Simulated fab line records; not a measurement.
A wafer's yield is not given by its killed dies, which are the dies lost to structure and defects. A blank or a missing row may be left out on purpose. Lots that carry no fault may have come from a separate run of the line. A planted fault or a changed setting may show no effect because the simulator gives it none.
fab line records / flow n5_finfet
[record] lots = 11 wafers = 33 last_day = 17
route steps=1938 shown BEOL_M11@1558 BEOL_M12@1603
lots untouched by any fault: they come from a run of this same line in which no faults occurred
start_h: the number of hours between the record's first day and the start of the first shown wafer of the lot / wait_h: time in hours since the lot's previous step / " the same as in the row above / L1.1+2: a row that stands for several wafers / - no value, or no start given / * or withheld: withheld / < > ~ a bound
route shown NAME@n: a module of which the file shows steps, and the number in the route of the first / usual: the fault-free wafers' mean and standard deviation / same: alike in all rows / chamber/n: place in a boat / sites: per-site readings / _std_site: their standard deviation / _edge_site: outer sites' mean less inner sites' / radius_mm: how far each site lies from the wafer's centre / mask NAME#n: copy n / behind: the last tool/chamber to shape the wafer / hold: why the lot was held/for how many hours/how that ended / device: the n, p or np transistor that did not switch / end of line: tests of these same wafers at the route's end / where a step has no rows: the recipe by itself / killed: at the first sort, the dies lost to defects and structure; wafer yield is something else / map: a wafer's dies, x killed, . not, _ none there
set.NAME: setting as actually run; set.NAME@STEP: the setting as run at that earlier step / model.NAME: the simulator's own value behind a step, which no gauge read
the route's steps for a sample of lots (tables are steps, rows are wafers)
services: the hour from which a tool's chamber was out of use, counted from the record's first day as start_h (under 0 if before that day), plus the number of hours and why
[[steps]]
[step N5_BEOL_M11_STRIP_19]
[recipe] chemistry = O2 power_w = 400 temp_c = 40 pressure_mtorr = 30 rf_frequency_hz = 6e+07 bias_power_w = 0 overash_fraction = 0.2 o2_flow_sccm = 225
[usual] drypump_motor_current_A = 5.7/0.56 oes_product_au = 0.81/0.077 rf_vpp_V = 3.6/0.64 showerhead_plenum_p_Torr = 2.12/0.062 temp_c = 40.01/0.1 throttle_valve_pct = 16.56/0.18
lot.wafer=L150.2 tool=rie_diel-02 chamber=2 start_h=229.03 wait_h=0.1 drypump_motor_current_A=5.0 oes_product_au=0.80 rf_hours_counter_h=97 rf_vpp_V=3.7 showerhead_plenum_p_Torr=2.03 temp_c=40.16 throttle_valve_pct=16.67
lot.wafer=L150.3 tool=rie_diel-02 chamber=3 start_h=229.03 wait_h=0.1 drypump_motor_current_A=4.9 oes_product_au=0.68 rf_hours_counter_h=249 rf_vpp_V=3.7 showerhead_plenum_p_Torr=2.14 temp_c=40.21 throttle_valve_pct=16.91
lot.wafer=L150.4 tool=rie_diel-02 chamber=2 start_h=229.03 wait_h=0.1 drypump_motor_current_A=5.0 oes_product_au=0.79 rf_hours_counter_h=- rf_vpp_V=4.5 showerhead_plenum_p_Torr=2.03 temp_c=40.04 throttle_valve_pct=16.70
lot.wafer=L152.3 tool=rie_diel-02 chamber=3 start_h=243.38 wait_h=0.1 drypump_motor_current_A=4.9 oes_product_au=0.68 rf_hours_counter_h=254 rf_vpp_V=3.1 showerhead_plenum_p_Torr=2.14 temp_c=40.10 throttle_valve_pct=16.91
lot.wafer=L152.5 tool=rie_diel-02 chamber=3 start_h=243.38 wait_h=0.1 drypump_motor_current_A=4.9 oes_product_au=0.68 rf_hours_counter_h=- rf_vpp_V=4.2 showerhead_plenum_p_Torr=2.14 temp_c=39.96 throttle_valve_pct=16.88
lot.wafer=L152.6 tool=rie_diel-02 chamber=2 start_h=243.38 wait_h=0.1 drypump_motor_current_A=5.1 oes_product_au=0.79 rf_hours_counter_h=- rf_vpp_V=3.5 showerhead_plenum_p_Torr=2.03 temp_c=39.95 throttle_valve_pct=16.70
lot.wafer=L158.1 tool=rie_diel-03 chamber=0 start_h=272.04 wait_h=0.1 drypump_motor_current_A=5.6 oes_product_au=0.88 rf_hours_counter_h=44 rf_vpp_V=2.7 showerhead_plenum_p_Torr=2.05 temp_c=39.94 throttle_valve_pct=16.18
lot.wafer=L158.4 tool=rie_diel-03 chamber=3 start_h=272.04 wait_h=0.1 drypump_motor_current_A=5.7 oes_product_au=0.85 rf_hours_counter_h=55 rf_vpp_V=4.3 showerhead_plenum_p_Torr=2.13 temp_c=39.76 throttle_valve_pct=16.59
lot.wafer=L158.6 tool=rie_diel-03 chamber=0 start_h=272.04 wait_h=0.1 drypump_motor_current_A=5.6 oes_product_au=0.89 rf_hours_counter_h=- rf_vpp_V=3.5 showerhead_plenum_p_Torr=2.05 temp_c=40.06 throttle_valve_pct=16.18
lot.wafer=L157.3 tool=rie_diel-03 chamber=3 start_h=275.91 wait_h=0.1 drypump_motor_current_A=5.7 oes_product_au=0.86 rf_hours_counter_h=56 rf_vpp_V=3.5 showerhead_plenum_p_Torr=2.13 temp_c=39.96 throttle_valve_pct=16.58
lot.wafer=L157.5 tool=rie_diel-03 chamber=1 start_h=275.91 wait_h=0.1 drypump_motor_current_A=6.6 oes_product_au=0.70 rf_hours_counter_h=- rf_vpp_V=5.1 showerhead_plenum_p_Torr=2.15 temp_c=39.98 throttle_valve_pct=16.78
lot.wafer=L157.6 tool=rie_diel-03 chamber=2 start_h=275.91 wait_h=0.1 drypump_motor_current_A=6.4 oes_product_au=0.83 rf_hours_counter_h=- rf_vpp_V=3.6 showerhead_plenum_p_Torr=2.21 temp_c=40.14 throttle_valve_pct=16.49
lot.wafer=L161.3 tool=rie_diel-03 chamber=3 start_h=293.87 wait_h=0.1 drypump_motor_current_A=5.7 oes_product_au=0.84 rf_hours_counter_h=62 rf_vpp_V=3.8 showerhead_plenum_p_Torr=2.13 temp_c=39.92 throttle_valve_pct=16.60
lot.wafer=L161.5 tool=rie_diel-03 chamber=0 start_h=293.87 wait_h=0.1 drypump_motor_current_A=5.7 oes_product_au=0.88 rf_hours_counter_h=- rf_vpp_V=3.6 showerhead_plenum_p_Torr=2.05 temp_c=40.03 throttle_valve_pct=16.20
lot.wafer=L161.6 tool=rie_diel-03 chamber=1 start_h=293.87 wait_h=0.1 drypump_motor_current_A=6.6 oes_product_au=0.70 rf_hours_counter_h=- rf_vpp_V=4.4 showerhead_plenum_p_Torr=2.15 temp_c=39.97 throttle_valve_pct=16.81
lot.wafer=L162.1 tool=rie_diel-03 chamber=3 start_h=301.01 wait_h=0.1 drypump_motor_current_A=5.7 oes_product_au=0.85 rf_hours_counter_h=63 rf_vpp_V=2.3 showerhead_plenum_p_Torr=2.13 temp_c=40.05 throttle_valve_pct=16.59
lot.wafer=L162.5 tool=rie_diel-03 chamber=2 start_h=301.01 wait_h=0.1 drypump_motor_current_A=6.4 oes_product_au=0.84 rf_hours_counter_h=- rf_vpp_V=3.8 showerhead_plenum_p_Torr=2.21 temp_c=40.00 throttle_valve_pct=16.51
lot.wafer=L162.6 tool=rie_diel-03 chamber=1 start_h=301.01 wait_h=0.1 drypump_motor_current_A=6.5 oes_product_au=0.69 rf_hours_counter_h=- rf_vpp_V=3.9 showerhead_plenum_p_Torr=2.15 temp_c=40.07 throttle_valve_pct=16.82
lot.wafer=L164.2 tool=rie_diel-02 chamber=0 start_h=308.89 wait_h=0.4 drypump_motor_current_A=6.1 oes_product_au=0.73 rf_hours_counter_h=186 rf_vpp_V=3.7 showerhead_plenum_p_Torr=2.17 temp_c=39.83 throttle_valve_pct=16.38
lot.wafer=L164.5 tool=rie_diel-02 chamber=3 start_h=308.89 wait_h=0.4 drypump_motor_current_A=4.9 oes_product_au=0.92 rf_hours_counter_h=- rf_vpp_V=3.1 showerhead_plenum_p_Torr=2.14 temp_c=40.01 throttle_valve_pct=16.48
lot.wafer=L164.6 tool=rie_diel-02 chamber=0 start_h=308.89 wait_h=0.4 drypump_motor_current_A=6.1 oes_product_au=0.73 rf_hours_counter_h=- rf_vpp_V=3.1 showerhead_plenum_p_Torr=2.17 temp_c=39.78 throttle_valve_pct=16.38
lot.wafer=L169.1 tool=rie_diel-02 chamber=3 start_h=337.65 wait_h=0.1 drypump_motor_current_A=4.9 oes_product_au=0.92 rf_hours_counter_h=15 rf_vpp_V=3.1 showerhead_plenum_p_Torr=2.13 temp_c=39.97 throttle_valve_pct=16.48
lot.wafer=L169.5 tool=rie_diel-02 chamber=3 start_h=337.65 wait_h=0.1 drypump_motor_current_A=4.9 oes_product_au=0.92 rf_hours_counter_h=- rf_vpp_V=3.3 showerhead_plenum_p_Torr=2.14 temp_c=40.01 throttle_valve_pct=16.49
lot.wafer=L169.6 tool=rie_diel-02 chamber=0 start_h=337.65 wait_h=0.1 drypump_motor_current_A=6.1 oes_product_au=0.73 rf_hours_counter_h=- rf_vpp_V=4.1 showerhead_plenum_p_Torr=2.16 temp_c=40.01 throttle_valve_pct=16.41
lot.wafer=L170.1 tool=rie_diel-03 chamber=0 start_h=356.48 wait_h=0.2 drypump_motor_current_A=5.6 oes_product_au=0.86 rf_hours_counter_h=69 rf_vpp_V=3.1 showerhead_plenum_p_Torr=2.04 temp_c=39.95 throttle_valve_pct=16.22
lot.wafer=L170.3 tool=rie_diel-03 chamber=3 start_h=356.48 wait_h=0.2 drypump_motor_current_A=5.7 oes_product_au=0.83 rf_hours_counter_h=- rf_vpp_V=2.9 showerhead_plenum_p_Torr=2.12 temp_c=39.89 throttle_valve_pct=16.63
lot.wafer=L170.4 tool=rie_diel-03 chamber=0 start_h=356.48 wait_h=0.2 drypump_motor_current_A=5.7 oes_product_au=0.87 rf_hours_counter_h=- rf_vpp_V=4.5 showerhead_plenum_p_Torr=2.04 temp_c=40.00 throttle_valve_pct=16.24
lot.wafer=L172.1 tool=rie_diel-02 chamber=0 start_h=364.23 wait_h=0.2 drypump_motor_current_A=6.1 oes_product_au=0.72 rf_hours_counter_h=204 rf_vpp_V=4.5 showerhead_plenum_p_Torr=2.16 temp_c=40.11 throttle_valve_pct=16.42
lot.wafer=L172.3 tool=rie_diel-02 chamber=3 start_h=364.23 wait_h=0.2 drypump_motor_current_A=4.9 oes_product_au=0.90 rf_hours_counter_h=24 rf_vpp_V=4.1 showerhead_plenum_p_Torr=2.13 temp_c=40.06 throttle_valve_pct=16.50
lot.wafer=L172.6 tool=rie_diel-02 chamber=3 start_h=364.23 wait_h=0.2 drypump_motor_current_A=4.9 oes_product_au=0.89 rf_hours_counter_h=- rf_vpp_V=3.9 showerhead_plenum_p_Torr=2.13 temp_c=40.11 throttle_valve_pct=16.51
lot.wafer=L173.3 tool=rie_diel-03 chamber=0 start_h=370.58 wait_h=0.1 drypump_motor_current_A=5.7 oes_product_au=0.84 rf_hours_counter_h=74 rf_vpp_V=3.1 showerhead_plenum_p_Torr=2.04 temp_c=40.02 throttle_valve_pct=16.23
lot.wafer=L173.4 tool=rie_diel-03 chamber=1 start_h=370.58 wait_h=0.1 drypump_motor_current_A=6.6 oes_product_au=0.95 rf_hours_counter_h=4 rf_vpp_V=4.5 showerhead_plenum_p_Torr=2.14 temp_c=39.88 throttle_valve_pct=16.38
lot.wafer=L173.6 tool=rie_diel-03 chamber=1 start_h=370.58 wait_h=0.1 drypump_motor_current_A=6.6 oes_product_au=0.95 rf_hours_counter_h=- rf_vpp_V=4.6 showerhead_plenum_p_Torr=2.14 temp_c=39.96 throttle_valve_pct=16.38
[step N5_BEOL_M11_ECD_50]
[recipe] material = Cu target_thk_a = 3180
lot.wafer=L150.2+3+4 tool=ecd_cu-01 chamber=1,0,1 start_h=231.71 wait_h=0.1
lot.wafer=L152.3+5+6 tool=ecd_cu-01 chamber=1,0,1 start_h=251.13 wait_h=0.1
lot.wafer=L158.1+4+6 tool=ecd_cu-01 chamber=1,0,1 start_h=276.37 wait_h=0.1
lot.wafer=L157.3+5+6 tool=ecd_cu-02 chamber=0,0,1 start_h=279.82 wait_h=0.1
lot.wafer=L161.3+5+6 tool=ecd_cu-02 chamber=1,1,0 start_h=297.03 wait_h=0.1
lot.wafer=L162.1+5+6 tool=ecd_cu-02 chamber=0,1,0 start_h=304.36 wait_h=0.1
lot.wafer=L164.2+5+6 tool=ecd_cu-02 chamber=1,1,0 start_h=313.04 wait_h=0.1
lot.wafer=L169.1+5+6 tool=ecd_cu-01 chamber=0,0,1 start_h=340.73 wait_h=0.1
lot.wafer=L170.1+3+4 tool=ecd_cu-01 chamber=0,0,1 start_h=359.22 wait_h=0.1
lot.wafer=L172.1+3+6 tool=ecd_cu-01 chamber=0,1,1 start_h=369.83 wait_h=0.1
lot.wafer=L173.3+4+6 tool=ecd_cu-01 chamber=0,1,1 start_h=374.62 wait_h=0.1
[step N5_BEOL_M11_CMP_52]
[recipe] stop_on = SiCOH_lowk t_overpolish_s = 7 down_force_psi = 1 platen_rpm = 50 clearing_platen_down_force_psi = 1.5 clearing_platen_rpm = 50 post_cmp_clean = cu_alkaline target_thk_nm = 140 clearing_platen_pad_velocity_m_s = 0.99484 pad_velocity_m_s = 0.99484
[usual] motor_current_A = 6.4/0.59 pad_life_wafers = 976/600 slurry_flow_ml_min = 150.0/0.48 time_to_endpoint_s = 65.7/2.6
lot.wafer=L150.3 tool=cmp-03 chamber=2 start_h=232.71 wait_h=0.2 motor_current_A=6.6 pad_life_wafers=127 slurry_flow_ml_min=149.8 time_to_endpoint_s=62.8
lot.wafer=L150.4 tool=cmp-03 chamber=3 start_h=232.71 wait_h=0.2 motor_current_A=6.6 pad_life_wafers=128 slurry_flow_ml_min=149.8 time_to_endpoint_s=64.0
lot.wafer=L150.2 tool=cmp-03 chamber=0 start_h=232.71 wait_h=0.2 motor_current_A=6.3 pad_life_wafers=129 slurry_flow_ml_min=150.5 time_to_endpoint_s=63.4
lot.wafer=L152.3 tool=cmp-03 chamber=3 start_h=251.87 wait_h=0.3 motor_current_A=6.1 pad_life_wafers=297 slurry_flow_ml_min=150.5 time_to_endpoint_s=67.9
lot.wafer=L152.6 tool=cmp-03 chamber=0 start_h=251.87 wait_h=0.3 motor_current_A=6.2 pad_life_wafers=- slurry_flow_ml_min=149.4 time_to_endpoint_s=69.2
lot.wafer=L152.5 tool=cmp-03 chamber=1 start_h=251.87 wait_h=0.3 motor_current_A=6.5 pad_life_wafers=- slurry_flow_ml_min=150.4 time_to_endpoint_s=63.6
lot.wafer=L158.1 tool=cmp-03 chamber=2 start_h=277.26 wait_h=0.3 motor_current_A=7.1 pad_life_wafers=571 slurry_flow_ml_min=150.1 time_to_endpoint_s=62.6
lot.wafer=L158.4 tool=cmp-03 chamber=0 start_h=277.26 wait_h=0.3 motor_current_A=6.4 pad_life_wafers=573 slurry_flow_ml_min=149.4 time_to_endpoint_s=65.7
lot.wafer=L158.6 tool=cmp-03 chamber=2 start_h=277.26 wait_h=0.3 motor_current_A=6.8 pad_life_wafers=- slurry_flow_ml_min=149.8 time_to_endpoint_s=68.0
lot.wafer=L157.3 tool=cmp-04 chamber=2 start_h=280.40 wait_h=0.3 motor_current_A=7.3 pad_life_wafers=1832 slurry_flow_ml_min=150.7 time_to_endpoint_s=66.2
lot.wafer=L157.6 tool=cmp-04 chamber=0 start_h=280.40 wait_h=0.3 motor_current_A=5.3 pad_life_wafers=- slurry_flow_ml_min=150.8 time_to_endpoint_s=63.7
lot.wafer=L157.5 tool=cmp-04 chamber=1 start_h=280.40 wait_h=0.3 motor_current_A=7.2 pad_life_wafers=- slurry_flow_ml_min=149.2 time_to_endpoint_s=66.2
lot.wafer=L161.3 tool=cmp-03 chamber=2 start_h=297.45 wait_h=0.2 motor_current_A=6.6 pad_life_wafers=733 slurry_flow_ml_min=149.4 time_to_endpoint_s=62.9
lot.wafer=L161.6 tool=cmp-03 chamber=1 start_h=297.45 wait_h=0.2 motor_current_A=6.6 pad_life_wafers=- slurry_flow_ml_min=151.0 time_to_endpoint_s=61.4
lot.wafer=L161.5 tool=cmp-03 chamber=2 start_h=297.45 wait_h=0.2 motor_current_A=6.4 pad_life_wafers=- slurry_flow_ml_min=149.2 time_to_endpoint_s=64.7
lot.wafer=L162.1 tool=cmp-04 chamber=3 start_h=305.20 wait_h=0.3 motor_current_A=6.6 pad_life_wafers=2042 slurry_flow_ml_min=149.6 time_to_endpoint_s=36.4
lot.wafer=L162.6 tool=cmp-04 chamber=1 start_h=305.20 wait_h=0.3 motor_current_A=6.9 pad_life_wafers=- slurry_flow_ml_min=149.6 time_to_endpoint_s=32.2
lot.wafer=L162.5 tool=cmp-04 chamber=2 start_h=305.20 wait_h=0.3 motor_current_A=7.2 pad_life_wafers=- slurry_flow_ml_min=150.4 time_to_endpoint_s=64.2
lot.wafer=L164.2 tool=cmp-04 chamber=0 start_h=313.74 wait_h=0.5 motor_current_A=5.3 pad_life_wafers=2 slurry_flow_ml_min=149.9 time_to_endpoint_s=66.1
lot.wafer=L164.6 tool=cmp-04 chamber=2 start_h=313.74 wait_h=0.5 motor_current_A=7.1 pad_life_wafers=- slurry_flow_ml_min=150.3 time_to_endpoint_s=36.6
lot.wafer=L164.5 tool=cmp-04 chamber=3 start_h=313.74 wait_h=0.5 motor_current_A=6.6 pad_life_wafers=- slurry_flow_ml_min=150.0 time_to_endpoint_s=64.3
lot.wafer=L169.1 tool=cmp-03 chamber=2 start_h=341.39 wait_h=0.3 motor_current_A=6.4 pad_life_wafers=1200 slurry_flow_ml_min=149.0 time_to_endpoint_s=61.6
lot.wafer=L169.5 tool=cmp-03 chamber=2 start_h=341.39 wait_h=0.3 motor_current_A=6.6 pad_life_wafers=- slurry_flow_ml_min=149.9 time_to_endpoint_s=64.6
lot.wafer=L169.6 tool=cmp-03 chamber=3 start_h=341.39 wait_h=0.3 motor_current_A=6.1 pad_life_wafers=- slurry_flow_ml_min=149.7 time_to_endpoint_s=62.8
lot.wafer=L170.3 tool=cmp-04 chamber=1 start_h=359.63 wait_h=0.2 motor_current_A=6.9 pad_life_wafers=426 slurry_flow_ml_min=149.2 time_to_endpoint_s=66.3
lot.wafer=L170.4 tool=cmp-04 chamber=3 start_h=359.63 wait_h=0.2 motor_current_A=6.3 pad_life_wafers=428 slurry_flow_ml_min=149.0 time_to_endpoint_s=66.6
lot.wafer=L170.1 tool=cmp-04 chamber=0 start_h=359.63 wait_h=0.2 motor_current_A=5.4 pad_life_wafers=429 slurry_flow_ml_min=150.1 time_to_endpoint_s=64.7
lot.wafer=L172.3 tool=cmp-03 chamber=1 start_h=370.27 wait_h=0.2 motor_current_A=6.6 pad_life_wafers=1441 slurry_flow_ml_min=150.9 time_to_endpoint_s=64.1
lot.wafer=L172.1 tool=cmp-03 chamber=3 start_h=370.27 wait_h=0.2 motor_current_A=6.3 pad_life_wafers=1443 slurry_flow_ml_min=149.8 time_to_endpoint_s=63.4
lot.wafer=L172.6 tool=cmp-03 chamber=1 start_h=370.27 wait_h=0.2 motor_current_A=6.4 pad_life_wafers=- slurry_flow_ml_min=149.9 time_to_endpoint_s=64.1
lot.wafer=L173.4 tool=cmp-02 chamber=0 start_h=375.00 wait_h=0.1 motor_current_A=5.0 pad_life_wafers=1824 slurry_flow_ml_min=150.6 time_to_endpoint_s=69.3
lot.wafer=L173.3 tool=cmp-02 chamber=2 start_h=375.00 wait_h=0.1 motor_current_A=5.8 pad_life_wafers=1826 slurry_flow_ml_min=150.0 time_to_endpoint_s=64.9
lot.wafer=L173.6 tool=cmp-02 chamber=1 start_h=375.00 wait_h=0.1 motor_current_A=6.3 pad_life_wafers=- slurry_flow_ml_min=149.6 time_to_endpoint_s=67.3
[step N5_BEOL_M11_THK_MEAS_53]
[recipe] thk_meas_gauge = xrf reads = Cu_of_BEOL_M11_ECD_50
[usual] M11_THK = 142.3/2.4
lot.wafer=L150.2 tool=film_metro-01 chamber=- start_h=232.96 wait_h=- M11_THK[nm]=144.5
lot.wafer=L150.3 tool=film_metro-01 chamber=- start_h=232.96 wait_h=- M11_THK[nm]=147.5
lot.wafer=L150.4 tool=film_metro-01 chamber=- start_h=232.96 wait_h=- M11_THK[nm]=145.3
lot.wafer=L152.3 tool=film_metro-01 chamber=- start_h=252.05 wait_h=- M11_THK[nm]=143.6
lot.wafer=L152.5 tool=film_metro-01 chamber=- start_h=252.05 wait_h=- M11_THK[nm]=141.9
lot.wafer=L152.6 tool=film_metro-01 chamber=- start_h=252.05 wait_h=- M11_THK[nm]=144.2
lot.wafer=L158.1 tool=film_metro-02 chamber=- start_h=277.52 wait_h=- M11_THK[nm]=148.3
lot.wafer=L158.4 tool=film_metro-02 chamber=- start_h=277.52 wait_h=- M11_THK[nm]=144.9
lot.wafer=L158.6 tool=film_metro-02 chamber=- start_h=277.52 wait_h=- M11_THK[nm]=143.9
lot.wafer=L157.3 tool=film_metro-02 chamber=- start_h=280.62 wait_h=- M11_THK[nm]=146.1
lot.wafer=L157.5 tool=film_metro-02 chamber=- start_h=280.62 wait_h=- M11_THK[nm]=143.9
lot.wafer=L157.6 tool=film_metro-02 chamber=- start_h=280.62 wait_h=- M11_THK[nm]=141.9
lot.wafer=L161.3 tool=film_metro-01 chamber=- start_h=297.71 wait_h=- M11_THK[nm]=141.3
lot.wafer=L161.5 tool=film_metro-01 chamber=- start_h=297.71 wait_h=- M11_THK[nm]=139.7
lot.wafer=L161.6 tool=film_metro-01 chamber=- start_h=297.71 wait_h=- M11_THK[nm]=137.1
lot.wafer=L162.1 tool=film_metro-02 chamber=- start_h=305.42 wait_h=- M11_THK[nm]=141.6
lot.wafer=L162.5 tool=film_metro-02 chamber=- start_h=305.42 wait_h=- M11_THK[nm]=142.2
lot.wafer=L162.6 tool=film_metro-02 chamber=- start_h=305.42 wait_h=- M11_THK[nm]=140.8
lot.wafer=L164.2 tool=film_metro-02 chamber=- start_h=313.96 wait_h=- M11_THK[nm]=140.4
lot.wafer=L164.5 tool=film_metro-02 chamber=- start_h=313.96 wait_h=- M11_THK[nm]=138.9
lot.wafer=L164.6 tool=film_metro-02 chamber=- start_h=313.96 wait_h=- M11_THK[nm]=143.4
lot.wafer=L169.1 tool=film_metro-02 chamber=- start_h=341.68 wait_h=- M11_THK[nm]=142.3
lot.wafer=L169.5 tool=film_metro-02 chamber=- start_h=341.68 wait_h=- M11_THK[nm]=142.7
lot.wafer=L169.6 tool=film_metro-02 chamber=- start_h=341.68 wait_h=- M11_THK[nm]=142.2
lot.wafer=L170.1 tool=film_metro-02 chamber=- start_h=359.92 wait_h=- M11_THK[nm]=142.6
lot.wafer=L170.3 tool=film_metro-02 chamber=- start_h=359.92 wait_h=- M11_THK[nm]=140.0
lot.wafer=L170.4 tool=film_metro-02 chamber=- start_h=359.92 wait_h=- M11_THK[nm]=140.9
lot.wafer=L172.1 tool=film_metro-01 chamber=- start_h=370.53 wait_h=- M11_THK[nm]=141.8
lot.wafer=L172.3 tool=film_metro-01 chamber=- start_h=370.53 wait_h=- M11_THK[nm]=143.3
lot.wafer=L172.6 tool=film_metro-01 chamber=- start_h=370.53 wait_h=- M11_THK[nm]=143.1
lot.wafer=L173.3 tool=film_metro-02 chamber=- start_h=375.29 wait_h=- M11_THK[nm]=146.1
lot.wafer=L173.4 tool=film_metro-02 chamber=- start_h=375.29 wait_h=- M11_THK[nm]=141.7
lot.wafer=L173.6 tool=film_metro-02 chamber=- start_h=375.29 wait_h=- M11_THK[nm]=145.6
[step N5_BEOL_M12_THK_MEAS_01]
[recipe] reads = SiOC_of_BEOL_M12_ILD_DEP_00
[usual] M12_ILD_THK = 658/8.5
lot.wafer=L150.2 tool=film_metro-01 chamber=- start_h=233.28 wait_h=0.1 M12_ILD_THK[nm]=659
lot.wafer=L150.3 tool=film_metro-01 chamber=- start_h=233.28 wait_h=0.1 M12_ILD_THK[nm]=656
lot.wafer=L150.4 tool=film_metro-01 chamber=- start_h=233.28 wait_h=0.1 M12_ILD_THK[nm]=666
lot.wafer=L152.3 tool=film_metro-02 chamber=- start_h=252.37 wait_h=0.1 M12_ILD_THK[nm]=648
lot.wafer=L152.5 tool=film_metro-02 chamber=- start_h=252.37 wait_h=0.1 M12_ILD_THK[nm]=659
lot.wafer=L152.6 tool=film_metro-02 chamber=- start_h=252.37 wait_h=0.1 M12_ILD_THK[nm]=673
lot.wafer=L158.1 tool=film_metro-01 chamber=- start_h=277.84 wait_h=0.1 M12_ILD_THK[nm]=651
lot.wafer=L158.4 tool=film_metro-01 chamber=- start_h=277.84 wait_h=0.1 M12_ILD_THK[nm]=658
lot.wafer=L158.6 tool=film_metro-01 chamber=- start_h=277.84 wait_h=0.1 M12_ILD_THK[nm]=654
lot.wafer=L157.3 tool=film_metro-02 chamber=- start_h=280.94 wait_h=0.1 M12_ILD_THK[nm]=646
lot.wafer=L157.5 tool=film_metro-02 chamber=- start_h=280.94 wait_h=0.1 M12_ILD_THK[nm]=652
lot.wafer=L157.6 tool=film_metro-02 chamber=- start_h=280.94 wait_h=0.1 M12_ILD_THK[nm]=652
lot.wafer=L161.3 tool=film_metro-01 chamber=- start_h=298.02 wait_h=0.1 M12_ILD_THK[nm]=650
lot.wafer=L161.5 tool=film_metro-01 chamber=- start_h=298.02 wait_h=0.1 M12_ILD_THK[nm]=653
lot.wafer=L161.6 tool=film_metro-01 chamber=- start_h=298.02 wait_h=0.1 M12_ILD_THK[nm]=657
lot.wafer=L162.1 tool=film_metro-01 chamber=- start_h=305.74 wait_h=0.1 M12_ILD_THK[nm]=649
lot.wafer=L162.5 tool=film_metro-01 chamber=- start_h=305.74 wait_h=0.1 M12_ILD_THK[nm]=664
lot.wafer=L162.6 tool=film_metro-01 chamber=- start_h=305.74 wait_h=0.1 M12_ILD_THK[nm]=658
lot.wafer=L164.2 tool=film_metro-02 chamber=- start_h=314.28 wait_h=0.1 M12_ILD_THK[nm]=646
lot.wafer=L164.5 tool=film_metro-02 chamber=- start_h=314.28 wait_h=0.1 M12_ILD_THK[nm]=651
lot.wafer=L164.6 tool=film_metro-02 chamber=- start_h=314.28 wait_h=0.1 M12_ILD_THK[nm]=649
lot.wafer=L169.1 tool=film_metro-01 chamber=- start_h=342.00 wait_h=0.1 M12_ILD_THK[nm]=652
lot.wafer=L169.5 tool=film_metro-01 chamber=- start_h=342.00 wait_h=0.1 M12_ILD_THK[nm]=661
lot.wafer=L169.6 tool=film_metro-01 chamber=- start_h=342.00 wait_h=0.1 M12_ILD_THK[nm]=659
lot.wafer=L170.1 tool=film_metro-02 chamber=- start_h=360.24 wait_h=0.1 M12_ILD_THK[nm]=651
lot.wafer=L170.3 tool=film_metro-02 chamber=- start_h=360.24 wait_h=0.1 M12_ILD_THK[nm]=648
lot.wafer=L170.4 tool=film_metro-02 chamber=- start_h=360.24 wait_h=0.1 M12_ILD_THK[nm]=670
lot.wafer=L172.1 tool=film_metro-01 chamber=- start_h=370.86 wait_h=0.1 M12_ILD_THK[nm]=654
lot.wafer=L172.3 tool=film_metro-01 chamber=- start_h=370.86 wait_h=0.1 M12_ILD_THK[nm]=651
lot.wafer=L172.6 tool=film_metro-01 chamber=- start_h=370.86 wait_h=0.1 M12_ILD_THK[nm]=673
lot.wafer=L173.3 tool=film_metro-01 chamber=- start_h=375.61 wait_h=0.1 M12_ILD_THK[nm]=646
lot.wafer=L173.4 tool=film_metro-01 chamber=- start_h=375.61 wait_h=0.1 M12_ILD_THK[nm]=664
lot.wafer=L173.6 tool=film_metro-01 chamber=- start_h=375.61 wait_h=0.1 M12_ILD_THK[nm]=663
[[services]]
tool=rie_diel-03 chamber=3 start_h=214.67 hours=3.1 kind=repair
tool=cmp-03 chamber=- start_h=214.96 hours=4.3 kind=pm
tool=rie_diel-02 chamber=- start_h=219.04 hours=0.7 kind=repair
tool=ecd_cu-01 chamber=- start_h=219.27 hours=2.7 kind=repair
tool=cmp-03 chamber=- start_h=223.26 hours=2.5 kind=repair
tool=rie_diel-03 chamber=2 start_h=224.91 hours=9.3 kind=repair
tool=cmp-02 chamber=- start_h=230.48 hours=1.0 kind=repair
tool=rie_diel-03 chamber=0 start_h=240.51 hours=12.8 kind=repair
tool=ecd_cu-02 chamber=- start_h=241.74 hours=2.8 kind=repair
tool=rie_diel-02 chamber=3 start_h=256.42 hours=2.8 kind=repair
tool=cmp-02 chamber=- start_h=264.59 hours=5.4 kind=pm
tool=ecd_cu-02 chamber=- start_h=266.55 hours=4.8 kind=pm
tool=rie_diel-02 chamber=2 start_h=267.02 hours=6.3 kind=repair
tool=cmp-03 chamber=- start_h=281.72 hours=1.9 kind=repair
tool=cmp-03 chamber=- start_h=285.20 hours=0.5 kind=repair
tool=cmp-04 chamber=- start_h=295.51 hours=4.1 kind=repair
tool=cmp-04 chamber=- start_h=309.66 hours=4.0 kind=pm
tool=rie_diel-02 chamber=- start_h=315.20 hours=0.5 kind=repair
tool=rie_diel-02 chamber=2 start_h=334.70 hours=5.6 kind=repair
tool=rie_diel-03 chamber=- start_h=349.76 hours=2.8 kind=pm
tool=rie_diel-03 chamber=2 start_h=355.42 hours=7.3 kind=repair
tool=ecd_cu-02 chamber=- start_h=356.93 hours=10.3 kind=repair
tool=rie_diel-02 chamber=1 start_h=363.63 hours=4.7 kind=repair
tool=ecd_cu-02 chamber=- start_h=372.91 hours=2.5 kind=repair
[[key]]
[first_sign] step = N5_BEOL_M11_CMP_52 reading = time_to_endpoint_s direction = down sigmas = 12 usual = * struck = *
effect none on later readings
met_at N5_BEOL_M11_ECD_50
struck_lots L162,L164
struck_wafers L162.1,L162.6,L164.6
not_acting_at N5_BEOL_M11_STRIP_19,N5_BEOL_M11_THK_MEAS_53,N5_BEOL_M12_THK_MEAS_01
onset_between 297.03 304.36
[fault] kind = process_parameter_drift tool = ecd_cu-02 chamber = - onset_h = 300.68 steps = N5_BEOL_M11_ECD_50 channel = target_thk_a offset = * shape = step end_h = 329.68 scope = struck_wafers_only acts_in = * stated = *
